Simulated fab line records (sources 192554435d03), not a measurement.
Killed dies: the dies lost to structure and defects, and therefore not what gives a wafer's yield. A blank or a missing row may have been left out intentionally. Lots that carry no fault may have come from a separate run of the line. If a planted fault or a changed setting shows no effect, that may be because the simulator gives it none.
Matching of chambers	flow n5_finfet	N5_FIN_SAQP_ETCH_51 on rie_diel-06: 4 sister chambers
The step etches SiARC in CF4, target depth 45.5 nm, time 75.8 s. 7 wafers are shown with their chamber, then 7 later ones without.

== WAFERS, EACH WITH ITS CHAMBER ==
wafer	chamber	showerhead_plenum_p_Torr (Torr)	throttle_valve_pct (%)
L077.6	0	2.21	15.67
L080.6	1	2.13	15.92
L081.1	1	2.13	15.91
L081.4	3	2.23	15.81
L081.5	2	2.12	15.90
L086.2	3	2.22	15.83
L086.4	2	2.12	15.94

== WAFERS WITHOUT THEIR CHAMBER ==
wafer	showerhead_plenum_p_Torr (Torr)	throttle_valve_pct (%)
L086.5	2.12	15.95
L087.1	2.13	15.94
L087.5	2.12	15.95
L087.6	2.13	15.94
L096.1	2.11	16.01
L096.4	2.12	16.00
L096.6	2.20	15.28

== WHICH CHAMBER EACH ONE RAN IN ==
wafer	from the rows above	in truth
L086.5	can't be placed: 2 or 1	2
L087.1	can't be placed: 1 or 2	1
L087.5	can't be placed: 2 or 1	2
L087.6	can't be placed: 1 or 2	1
L096.1	can't be placed: 2 or 1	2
L096.4	can't be placed: 2 or 1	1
L096.6	0	0
Correct placement for 1 of the 7. These rows do not allow placing 6 (true chamber among the candidates in 6). Wrongly placed: 0.
How it was worked out, from the rows above alone: a wafer's distance from a chamber is the root of the sum, over the readings, of the square of ((its reading less the chamber's mean) divided by the reading's scatter). If the next closest chamber is less than 2 further off than the closest, the wafer can't be placed; otherwise it belongs to the closest. For every chamber, the mean is computed from those of its wafers that are shown. How the scatter is found: for the shown wafers, subtract from each reading the mean of its chamber, square and add these, divide the total by (wafers less chambers), then take the root.
